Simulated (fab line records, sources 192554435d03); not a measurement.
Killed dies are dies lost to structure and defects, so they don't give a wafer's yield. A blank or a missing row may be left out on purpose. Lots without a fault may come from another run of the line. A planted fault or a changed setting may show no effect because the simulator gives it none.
fab line records | flow n5_finfet
record lots=6 wafers=16 last_day=19
route steps=1938 shown PASSIVATION@1903
lots that met no fault: from a run of the same line without faults
start_h: hours from the record's first day to the start of the lot's first wafer shown | wait_h: hours since the lot's step before | " the same as in the row above | L1.1+2: a row that stands for several wafers | - no value, or no start given | * or withheld: withheld | < > ~ a bound
route shown NAME@n: a module of which the file shows steps, and the number in the route of the first | usual: mean/standard deviation of fault-free wafers | same: alike in all rows | chamber/n: place in a boat | sites: the reading at each site | _std_site: their standard deviation | _edge_site: outer sites' mean less inner sites' | radius_mm: how far each site lies from the wafer's centre | mask NAME#n: copy n | behind: the tool/chamber that last shaped the wafer | hold: why the lot was held/for how many hours/how that ended | device: the transistor (n, p or np) that didn't switch | end of line: the same wafers' tests at the end of the route | a step without rows: its recipe alone | killed: dies lost to structure and defects at the first sort, not the wafer's yield | map: a wafer's dies, x killed, . not, _ none there
set.NAME: the setting as run; set.NAME@STEP: as run at that earlier step | model.NAME: the simulator's own value behind a step, which no gauge read
lots at some steps of the route; a table a step, a row a wafer
services: from which hour (start_h, from the record's first day; less than 0 if before it) a tool's chamber was out of use, for how many hours, and why
## steps
# step N5_PASSIVATION_DEVELOP_29
# recipe develop_time_s=60 rinse_liquid=diw dry=air_spin dev_temp_c=21
# step N5_PASSIVATION_HARDBAKE_31
# recipe temp_c=130 time_s=120
# step N5_PASSIVATION_CD_MEAS_30
# recipe target_cd_nm=4000 landing_energy_ev=500 detector=se_inlens polarity=opening
# usual cd_nm=4000.5/1.8
# columns lot.wafer tool chamber start_h wait_h cd_nm
L892.3 cd_sem-03 0 300.39 - 4000.7
L892.4 " 0 " " 4000.7
L892.5 " 0 " " 4001.2
L895.3 cd_sem-01 0 313.72 - 4004.5
L895.5 " 0 " " 4002.8
L900.2 cd_sem-03 0 357.83 - 4000.1
L900.5 " 0 " " 4000.5
L905.1 cd_sem-01 0 415.85 - 4001.8
L905.2 " 0 " " 4001.4
L905.4 " 0 " " 4002.6
L909.2 cd_sem-03 0 456.67 - 4001.8
L909.4 " 0 " " 4001.8
L909.5 " 0 " " 3998.7
L907.1 cd_sem-02 0 461.51 - 4002.4
L907.4 " 0 " " 4000.4
L907.5 " 0 " " 3999.9
# step N5_PASSIVATION_OVL_MEAS_63
# recipe points_per_wafer=44
# usual PAD_OVL=-3/5.4
# columns lot.wafer tool chamber start_h wait_h PAD_OVL[nm]
L892.3 overlay-01 0 300.41 0.0 -3
L892.4 " 0 " " -7
L892.5 " 0 " " -2
L895.3 overlay-01 0 313.75 0.0 -6
L895.5 " 0 " " -4
L900.2 overlay-02 0 357.86 0.0 -9
L900.5 " 0 " " -12
L905.1 overlay-01 0 415.88 0.0 -3
L905.2 " 0 " " 3
L905.4 " 0 " " -4
L909.2 overlay-01 0 456.70 0.0 0
L909.4 " 0 " " -2
L909.5 " 0 " " 7
L907.1 overlay-01 0 461.54 0.0 4
L907.4 " 0 " " 0
L907.5 " 0 " " 2
# step N5_PASSIVATION_INSPECT_64
# recipe mode=adi inspect_instrument=macro
# usual raw_defect_count=2.0/1.5
# columns lot.wafer tool chamber start_h wait_h raw_defect_count
L892.3 defect_inspect-01 - 300.44 0.0 0
L892.4 " - " " 2
L892.5 " - " " 3
L895.3 defect_inspect-01 - 313.77 0.0 2
L895.5 " - " " 5
L900.2 defect_inspect-02 - 357.88 0.0 3
L900.5 " - " " 3
L905.1 defect_inspect-01 - 415.90 0.0 2
L905.2 " - " " 2
L905.4 " - " " 0
L909.2 defect_inspect-01 - 456.72 0.0 4
L909.4 " - " " 3
L909.5 " - " " 1
L907.1 defect_inspect-02 - 461.56 0.0 3
L907.4 " - " " 2
L907.5 " - " " 6
# step N5_PASSIVATION_DESCUM_32
# recipe chemistry=O2 time_s=7.9 source_power_w=50 bias_power_w=20 pressure_mtorr=20 rf_frequency_hz=2.712e+07 temp_c=40 o2_flow_sccm=225
# usual drypump_motor_current_A=5.8/0.38 oes_product_au=0.83/0.084 rf_vpp_V=243.7/1.4 showerhead_plenum_p_Torr=2.13/0.078 throttle_valve_pct=20.36/0.28
# columns lot.wafer tool chamber start_h wait_h drypump_motor_current_A oes_product_au rf_hours_counter_h rf_vpp_V showerhead_plenum_p_Torr throttle_valve_pct
L892.3 rie_diel-05 2 300.49 0.0 6.1 0.70 222 244.1 2.16 20.80
L892.4 " 0 " " 6.1 0.89 - 245.6 2.23 20.03
L892.5 " 1 " " 5.5 0.92 - 244.1 2.04 20.14
L895.3 rie_diel-03 3 313.86 0.1 5.1 0.69 - 241.9 1.97 20.78
L895.5 " 1 " " 6.1 0.90 - 242.9 2.04 19.83
L900.2 rie_diel-05 3 357.92 0.0 6.1 0.97 10 245.3 2.24 20.21
L900.5 " 2 " " 6.1 0.69 - 244.5 2.16 20.81
L905.1 rie_diel-01 3 416.03 0.1 5.7 0.81 85 244.6 2.20 20.78
L905.2 " 2 " " 5.6 0.80 116 244.8 2.11 20.40
L905.4 " 1 " " 6.1 0.80 115 243.2 2.09 20.20
L909.2 rie_diel-05 1 456.76 0.0 5.5 0.82 62 241.8 2.02 20.23
L909.4 " 0 " " 6.1 0.81 76 244.3 2.21 20.11
L909.5 " 0 " " 6.1 0.82 - 245.6 2.21 20.12
L907.1 rie_diel-01 0 461.60 0.0 5.1 0.71 193 245.2 2.16 20.58
L907.4 " 1 " " 6.1 0.77 130 244.4 2.09 20.22
L907.5 " 0 " " 5.2 0.71 - 243.5 2.16 20.55
# step N5_PASSIVATION_AL_ETCH_33
# recipe chemistry=Cl2/BCl3 target_depth_a=28000 over_etch_frac=0.15 Cl2_flow_sccm=180 bcl3_flow_sccm=60 target=Al stop_on=TaN time_s=466.7 ion_energy_ev=100 pressure_mtorr=10 icp_w=900 bias_w=100
# usual bcl3_flow_sccm=60.01/0.19 drypump_motor_current_A=6.03/0.26 oes_product_au=0.73/0.078 throttle_valve_pct=34.22/0.21
# columns lot.wafer tool chamber start_h wait_h bcl3_flow_sccm drypump_motor_current_A oes_product_au rf_hours_counter_h throttle_valve_pct
L892.3 rie_metal-01 0 300.71 0.2 60.21 5.96 0.82 - 34.37
L892.4 " 1 " " 59.88 6.41 0.62 - 34.04
L892.5 " 0 " " 60.06 5.94 0.81 - 34.35
L895.3 rie_metal-03 1 314.08 0.2 60.06 6.00 0.77 - 34.31
L895.5 " 0 " " 59.99 5.88 0.72 - 34.48
L900.2 rie_metal-01 1 358.00 0.1 60.24 6.41 0.62 73 34.04
L900.5 " 0 " " 59.68 5.95 0.79 - 34.36
L905.1 rie_metal-01 0 416.12 0.1 60.35 5.98 0.77 21 34.40
L905.2 " 1 " " 59.88 6.44 0.61 78 34.06
L905.4 " 0 " " 60.37 5.95 0.76 - 34.39
L909.2 rie_metal-03 1 456.84 0.1 59.72 5.95 0.74 22 34.29
L909.4 " 0 " " 60.24 5.82 0.69 - 34.49
L909.5 " 0 " " 60.08 5.84 0.69 - 34.49
L907.1 rie_metal-03 0 461.68 0.1 60.00 5.85 0.70 46 34.43
L907.4 " 0 " " 59.91 5.84 0.69 - 34.46
L907.5 " 1 " " 60.21 5.97 0.74 - 34.23
# step N5_PASSIVATION_ETCH_59
# recipe chemistry=Cl2/BCl3 target=TaN target_depth_a=650 time_s=34.9 ion_energy_ev=100 pressure_mtorr=10 icp_w=900 bias_w=100 Cl2_flow_sccm=60 bcl3_flow_sccm=30
# usual bcl3_flow_sccm=30.01/0.094 drypump_motor_current_A=6.03/0.25 oes_product_au=0.81/0.087 throttle_valve_pct=21.01/0.18
# columns lot.wafer tool chamber start_h wait_h bcl3_flow_sccm drypump_motor_current_A oes_product_au rf_hours_counter_h throttle_valve_pct
L892.3 rie_metal-01 0 301.01 0.2 30.06 5.93 0.89 - 21.11
L892.4 " 1 " " 30.00 6.38 0.70 - 20.89
L892.5 " 0 " " 29.77 5.93 0.89 - 21.09
L895.3 rie_metal-03 1 314.38 0.2 29.85 5.93 0.87 - 20.92
L895.5 " 0 " " 30.06 5.84 0.81 - 21.23
L900.2 rie_metal-01 1 358.40 0.3 29.89 6.38 0.68 74 20.95
L900.5 " 0 " " 30.04 5.95 0.86 - 21.11
L905.1 rie_metal-01 0 416.52 0.3 29.99 5.95 0.84 21 21.12
L905.2 " 1 " " 30.14 6.43 0.68 78 20.95
L905.4 " 0 " " 30.00 5.96 0.85 - 21.12
L909.2 rie_metal-03 1 457.25 0.3 30.01 5.96 0.82 22 20.97
L909.4 " 0 " " 29.92 5.84 0.78 - 21.26
L909.5 " 0 " " 29.98 5.83 0.77 - 21.27
L907.1 rie_metal-03 0 462.09 0.3 29.83 5.82 0.76 47 21.29
L907.4 " 0 " " 30.04 5.82 0.77 - 21.28
L907.5 " 1 " " 29.96 5.99 0.82 - 20.94
# step N5_PASSIVATION_STRIP_34
# recipe chemistry=O2 power_w=600 temp_c=60 pressure_mtorr=30 rf_frequency_hz=6e+07 bias_power_w=0 overash_fraction=2 o2_flow_sccm=225
# usual drypump_motor_current_A=5.7/0.43 oes_product_au=0.83/0.095 rf_vpp_V=3.8/1.7 showerhead_plenum_p_Torr=2.12/0.088 throttle_valve_pct=16.61/0.29
# columns lot.wafer tool chamber start_h wait_h drypump_motor_current_A oes_product_au rf_hours_counter_h rf_vpp_V showerhead_plenum_p_Torr throttle_valve_pct
L892.3 rie_diel-03 0 301.37 0.3 6.2 0.66 250 5.5 2.16 17.02
L892.4 " 3 " " 5.1 0.70 236 3.3 1.98 17.04
L892.5 " 0 " " 6.2 0.66 - 8.7 2.16 17.04
L895.3 rie_diel-03 1 314.85 0.4 6.1 0.91 - 2.7 2.05 16.08
L895.5 " 1 " " 6.1 0.87 - 2.8 2.04 16.17
L900.2 rie_diel-05 2 358.52 0.1 6.2 0.69 244 2.3 2.16 17.10
L900.5 " 3 " " 6.1 0.96 - 2.2 2.25 16.40
L905.1 rie_diel-03 1 416.64 0.1 6.1 0.84 72 6.4 2.03 16.18
L905.2 " 3 " " 5.2 0.91 22 2.1 2.23 16.60
L905.4 " 0 " " 6.2 0.90 28 6.0 2.14 16.59
L909.2 rie_diel-03 2 457.36 0.1 5.2 0.84 77 5.2 2.05 16.77
L909.4 " 1 " " 6.1 0.83 86 5.2 2.03 16.21
L909.5 " 3 " " 5.1 0.88 - 2.6 2.23 16.66
L907.1 rie_diel-03 3 462.20 0.1 5.2 0.90 39 2.1 2.22 16.59
L907.4 " 1 " " 6.1 0.83 88 4.3 2.03 16.23
L907.5 " 2 " " 5.2 0.83 - 4.2 2.05 16.74
# step N5_PASSIVATION_STRIP_51
# recipe chemistry=post_etch_residue_remover time_s=1200 temp_c=72.5
# step N5_PASSIVATION_CLEAN_69
# recipe chemistry=IPA time_s=180 temp_c=25
# step N5_PASSIVATION_SRD_70
# recipe dry=ipa_marangoni time_s=30 temp_c=23 rinse_liquid=diw
# step N5_PASSIVATION_PECVD_53
# recipe material=SiO2 target_thk_a=8000 temp_c=400 precursor=TEOS/O2 pressure_torr=6.5 rf_w=withheld teos_flow_sccm=withheld gas=O2 flow_sccm=2650 time_s=169.4
# usual run_length_s=197.2/0.5 susceptor_temp_C=399.99/0.21
# columns lot.wafer tool chamber start_h wait_h run_length_s since_wet_clean_h susceptor_temp_C model.SiO2_of_PASSIVATION_PECVD_53.thk_nm
L892.3 pecvd-03 2 301.87 0.0 197.1 424 400.20 780.6
L892.4 " 1 " " 197.6 - 399.92 800.4
L892.5 " 0 " " 197.1 - 399.98 791.8
L895.3 pecvd-02 0 315.35 0.0 203.5 838 399.96 827.2
L895.5 " 0 " " 203.7 - 399.95 840
L900.2 pecvd-02 0 359.02 0.0 196.8 882 399.96 795.4
L900.5 " 1 " " 204.9 - 400.15 830.2
L905.1 pecvd-02 2 417.14 0.0 197.0 186 399.91 784.6
L905.2 " 1 " " 197.4 1665 400.02 796.8
L905.4 " 2 " " 197.6 - 399.81 801.4
L909.2 pecvd-02 0 457.86 0.0 197.1 981 399.57 779.6
L909.4 " 1 " " 197.1 - 399.88 810
L909.5 " 2 " " 197.7 - 399.94 811.2
L907.1 pecvd-03 1 462.70 0.0 197.6 2073 399.82 807.4
L907.4 " 2 " " 196.6 - 399.77 797.2
L907.5 " 0 " " 197.0 - 400.11 798.6
# step N5_PASSIVATION_PECVD_35
# recipe material=SiNx target_thk_a=7000 temp_c=400 precursor=SiH4/NH3/N2 pressure_torr=4.9 rf_w=1406 time_s=151.3
# usual heater_power_w=391/110 run_length_s=195.2/0.5 showerhead_plenum_p_Torr=8.70/0.09 susceptor_temp_C=400.01/0.2 throttle_valve_pct=29.4/2.3
# columns lot.wafer tool chamber start_h wait_h heater_power_w run_length_s showerhead_plenum_p_Torr since_wet_clean_h susceptor_temp_C throttle_valve_pct
L892.3 pecvd-03 2 301.98 0.1 236 194.7 8.68 424 400.35 25.6
L892.4 " 1 " " 460 196.0 8.82 - 400.11 30.8
L892.5 " 0 " " 346 194.5 8.85 - 400.30 31.5
L895.3 pecvd-02 0 315.46 0.1 419 194.6 8.57 838 399.99 28.2
L895.5 " 0 " " 457 195.1 8.59 - 400.28 28.1
L900.2 pecvd-02 0 359.13 0.1 501 194.8 8.58 882 400.19 28.6
L900.5 " 1 " " 561 195.5 8.71 - 399.72 30.5
L905.1 pecvd-02 2 417.30 0.1 415 195.3 8.71 186 400.02 26.5
L905.2 " 1 " " 506 195.2 8.70 1665 400.06 30.4
L905.4 " 2 " " 267 195.3 8.72 - 399.99 26.3
L909.2 pecvd-02 0 457.97 0.1 430 195.2 8.59 981 400.10 28.3
L909.4 " 1 " " 537 195.6 8.71 - 399.67 30.4
L909.5 " 2 " " 355 195.3 8.72 - 400.30 26.6
L907.1 pecvd-03 1 462.81 0.1 476 195.9 8.83 2073 400.15 31.0
L907.4 " 2 " " 194 194.8 8.67 - 400.31 26.1
L907.5 " 0 " " 493 195.1 8.86 - 399.97 31.5
# step N5_PASSIVATION_PROBE_49
# usual defect_limited_yield=91.3/1.7 killed_at_M0_to_M3=33/9.9 killed_at_M4_up=14/6.4 killed_at_contacts=12/7 killed_at_front_end=41/13 killed_at_other=3.1/2.9 killed_dies=103/20 killed_open=67/14 killed_short=34/9.4 sort_bin_5_function=5.1/1.1 sort_bin_6_memory=3.2/0.79 sort_n_pass=1077/21 sort_yield_pct=91.2/1.7
# same gross_dies=1180 killed_at_back_side=0 sort_bin_4_leakage[%]=0 sort_bin_8_speed[%]=0
# columns lot.wafer tool chamber start_h wait_h defect_limited_yield[%] killed_at_M0_to_M3 killed_at_M4_up killed_at_contacts killed_at_front_end killed_at_other killed_dies killed_open killed_short sort_bin_5_function[%] sort_bin_6_memory[%] sort_n_pass sort_yield_pct[%]
L892.3 prober-01 - 305.77 0.1 87.7 43 24 7 71 0 145 91 52 7.7 4.3 1035 87.7
L892.4 prober-01 - 305.82 0.2 88.5 35 25 9 67 0 136 81 44 6.3 4.2 1044 88.5
L892.5 prober-01 - 305.87 0.2 86.4 46 22 25 67 1 161 105 55 7.3 5.6 1019 86.4
L895.3 prober-01 - 319.12 0.1 90.2 32 5 4 72 3 116 68 47 6.3 3.0 1064 90.2
L895.5 prober-01 - 319.22 0.2 90.8 32 17 20 32 7 108 82 21 6.9 2.2 1072 90.8
L900.2 prober-01 - 362.93 0.1 84.7 39 18 30 89 4 180 116 63 9.1 5.8 1000 84.7
L900.5 prober-01 - 363.08 0.2 87.6 53 14 29 43 7 146 91 49 7.1 5.0 1034 87.6
L905.1 prober-02 - 421.08 0.0 91.4 22 16 9 49 6 102 75 27 5.4 2.8 1078 91.4
L905.2 prober-02 - 421.13 0.1 93.6 26 14 5 30 0 75 50 22 4.2 2.0 1105 93.6
L905.4 prober-02 - 421.23 0.2 92.0 42 11 10 28 3 94 67 26 4.1 3.5 1086 92.0
L909.2 prober-02 - 461.85 0.1 92.5 28 14 9 36 2 89 61 26 4.2 2.9 1091 92.5
L909.4 prober-02 - 461.95 0.2 90.3 33 17 10 49 6 115 80 35 5.9 3.4 1065 90.3
L909.5 prober-02 - 462.00 0.2 91.3 38 18 2 42 3 103 68 32 5.4 2.9 1077 91.3
L907.1 prober-01 - 467.40 0.0 91.4 26 22 3 50 0 101 69 32 4.7 3.5 1079 91.4
L907.4 prober-01 - 467.55 0.2 89.2 44 17 14 50 2 127 84 43 6.8 3.6 1053 89.2
L907.5 prober-01 - 467.60 0.2 91.2 23 19 7 54 1 104 75 28 5.8 2.8 1076 91.2
# killed by level:class
L892.3 FIN_SAQP:geometric_particle:open=16 STI_FIN_REVEAL:geometric_particle:open=12 BEOL_M0_SAQP:geometric_particle:short=12 FIN_SAQP:geometric_particle:short=11 DUMMY_GATE:geometric_particle:open=9 BEOL_M4:geometric_particle:open=9 MOL_CONTACT_COAG:geometric_particle:open=7 BEOL_M0_SAQP:geometric_particle:open=7
L892.4 BEOL_M4:geometric_particle:open=15 FIN_SAQP:geometric_particle:short=11 STI_FIN_REVEAL:geometric_particle:open=11 BEOL_M0_SAQP:geometric_particle:short=10 BEOL_M0_SAQP:geometric_particle:open=10 FIN_SAQP:geometric_particle:open=9 MOL_CONTACT_COAG:geometric_particle:open=9 HKMG_FIN:area_etch=8
L892.5 MOL_CONTACT_COAG:geometric_particle:open=18 FIN_SAQP:geometric_particle:open=16 BEOL_M0_SAQP:geometric_particle:short=16 STI_FIN_REVEAL:geometric_particle:open=15 FIN_SAQP:geometric_particle:short=11 BEOL_M4:geometric_particle:open=8 STI_FIN_REVEAL:geometric_particle:short=7 BEOL_M0_SAQP:geometric_particle:open=7
L895.3 FIN_SAQP:geometric_particle:short=30 FIN_SAQP:geometric_particle:open=17 BEOL_M0_SAQP:geometric_particle:open=8 BEOL_M3:geometric_particle:open=8 DUMMY_GATE:geometric_particle:open=6 BEOL_M2:geometric_particle:open=6 STI_FIN_REVEAL:geometric_particle:open=5 BEOL_M1:geometric_particle:open=5
L895.5 MOL_CONTACT_COAG:geometric_particle:open=18 FIN_SAQP:geometric_particle:open=11 BEOL_M3:geometric_particle:open=8 BEOL_M0_SAQP:geometric_particle:open=8 BEOL_M1:geometric_particle:open=7 BEOL_M4:geometric_particle:open=7 PASSIVATION:area_pecvd=5 ILD0:geometric_particle:open=4
L900.2 STI_FIN_REVEAL:geometric_particle:open=37 MOL_CONTACT_COAG:geometric_particle:open=24 FIN_SAQP:geometric_particle:short=11 FIN_SAQP:geometric_particle:open=10 GATE_CUT:geometric_particle:short=9 BEOL_M0_SAQP:geometric_particle:short=8 STI_FIN_REVEAL:geometric_particle:short=7 BEOL_M2:geometric_particle:open=7
L900.5 MOL_CONTACT_COAG:geometric_particle:open=24 BEOL_M3:geometric_particle:open=12 BEOL_M2:geometric_particle:open=11 FIN_SAQP:geometric_particle:open=10 FIN_SAQP:geometric_particle:short=9 STI_FIN_REVEAL:geometric_particle:open=9 GATE_CUT:geometric_particle:short=7 BEOL_M0_SAQP:geometric_particle:short=7
L905.1 FIN_SAQP:geometric_particle:open=17 STI_FIN_REVEAL:geometric_particle:open=7 DUMMY_GATE:geometric_particle:open=6 MOL_CONTACT_COAG:geometric_particle:open=6 GATE_CUT:geometric_particle:short=5 BEOL_M2:geometric_particle:open=5 BEOL_M0_SAQP:geometric_particle:short=4 BEOL_M0_SAQP:geometric_particle:open=4
L905.2 GATE_CUT:geometric_particle:short=8 BEOL_M3:geometric_particle:open=8 MOL_CONTACT_COAG:geometric_particle:open=5 BEOL_M4:geometric_particle:open=5 BEOL_M0:geometric_particle:open=4 FIN_SAQP:geometric_particle:short=3 DUMMY_GATE:geometric_particle:open=3 BEOL_M0_SAQP:geometric_particle:open=3
L905.4 BEOL_M2:geometric_particle:open=11 BEOL_M1:geometric_particle:open=9 MOL_CONTACT_COAG:geometric_particle:open=7 BEOL_M3:geometric_particle:open=7 FIN_SAQP:geometric_particle:open=5 BEOL_M4:geometric_particle:open=5 FIN_SAQP:geometric_particle:short=4 STI_FIN_REVEAL:geometric_particle:open=4
L909.2 FIN_SAQP:geometric_particle:open=9 FIN_SAQP:geometric_particle:short=7 STI_FIN_REVEAL:geometric_particle:open=7 MOL_CONTACT_COAG:geometric_particle:open=7 BEOL_M1:geometric_particle:open=5 BEOL_M2:geometric_particle:open=5 BEOL_M5:geometric_particle:open=5 BEOL_M2:geometric_particle:short=4
L909.4 FIN_SAQP:geometric_particle:open=16 BEOL_M0_SAQP:geometric_particle:open=9 BEOL_M1:geometric_particle:open=9 MOL_CONTACT_COAG:geometric_particle:open=8 STI_FIN_REVEAL:geometric_particle:open=7 FIN_SAQP:geometric_particle:short=6 BEOL_M0_SAQP:geometric_particle:short=6 DUMMY_GATE:geometric_particle:open=5
L909.5 BEOL_M0_SAQP:geometric_particle:open=13 BEOL_M0_SAQP:geometric_particle:short=10 BEOL_M4:geometric_particle:open=7 STI_FIN_REVEAL:geometric_particle:open=6 BEOL_M3:geometric_particle:open=6 DUMMY_GATE:geometric_particle:open=5 BEOL_M1:geometric_particle:open=5 FIN_SAQP:geometric_particle:short=4
L907.1 BEOL_M4:geometric_particle:open=16 STI_FIN_REVEAL:geometric_particle:open=15 BEOL_M3:geometric_particle:open=10 FIN_SAQP:geometric_particle:short=6 BEOL_M1:geometric_particle:open=6 DUMMY_GATE:geometric_particle:open=5 BEOL_M0_SAQP:geometric_particle:short=5 STI_FIN_REVEAL:geometric_particle:short=4
L907.4 STI_FIN_REVEAL:geometric_particle:open=18 MOL_CONTACT_COAG:geometric_particle:open=10 BEOL_M1:geometric_particle:open=10 BEOL_M3:geometric_particle:open=10 FIN_SAQP:geometric_particle:open=8 BEOL_M1:geometric_particle:short=8 BEOL_M4:geometric_particle:open=8 BEOL_M0_SAQP:geometric_particle:short=6
L907.5 STI_FIN_REVEAL:geometric_particle:open=12 FIN_SAQP:geometric_particle:open=10 BEOL_M3:geometric_particle:open=10 FIN_SAQP:geometric_particle:short=9 BEOL_M4:geometric_particle:open=9 DUMMY_GATE:geometric_particle:open=6 MOL_CONTACT_COAG:geometric_particle:open=6 BEOL_M1:geometric_particle:open=4
## services
# columns tool chamber start_h hours kind
rie_diel-03 1 289.50 8.2 repair
rie_diel-05 3 299.94 - clean
rie_diel-05 3 299.94 - consumable_replace:focus_ring
rie_diel-05 3 299.94 - consumable_replace:showerhead
rie_diel-05 3 299.94 23.6 scheduled_down
rie_diel-05 3 299.94 23.6 vent_cycle
rie_diel-03 0 302.02 - clean
rie_diel-03 0 302.02 - consumable_replace:focus_ring
rie_diel-03 0 302.02 32.1 scheduled_down
rie_diel-03 0 302.02 32.1 vent_cycle
rie_diel-05 1 308.63 4.9 repair
rie_diel-03 2 309.62 9.7 repair
rie_diel-05 1 329.31 1.2 repair
pecvd-02 1 336.32 2.1 scheduled_down
rie_diel-03 3 337.18 - clean
rie_diel-03 3 337.18 - consumable_replace:focus_ring
rie_diel-03 3 337.18 - consumable_replace:showerhead
pecvd-02 0 410.19 5.0 scheduled_down
pecvd-03 - 410.66 1.0 repair
rie_diel-03 0 412.68 1.7 repair
rie_diel-03 - 415.85 0.5 repair
pecvd-02 0 416.82 2.1 repair
rie_diel-03 0 418.15 8.2 repair
rie_diel-05 0 440.84 9.2 repair
## key
first_sign step=N5_PASSIVATION_PECVD_53 reading=run_length_s direction=up sigmas=14 usual=* struck=*
effect none on later readings
model_effect step=N5_PASSIVATION_PECVD_53 value=SiO2_of_PASSIVATION_PECVD_53.thk_nm without=799 struck=832.5
met_at N5_PASSIVATION_PECVD_53
struck_wafers L895.3,L895.5,L900.5
fault kind=process_parameter_drift tool=pecvd-02 chamber=- onset_h=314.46 steps=N5_PASSIVATION_PECVD_53 channel=time_s offset=* shape=step end_h=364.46 scope=struck_wafers_only acts_in=* stated=*
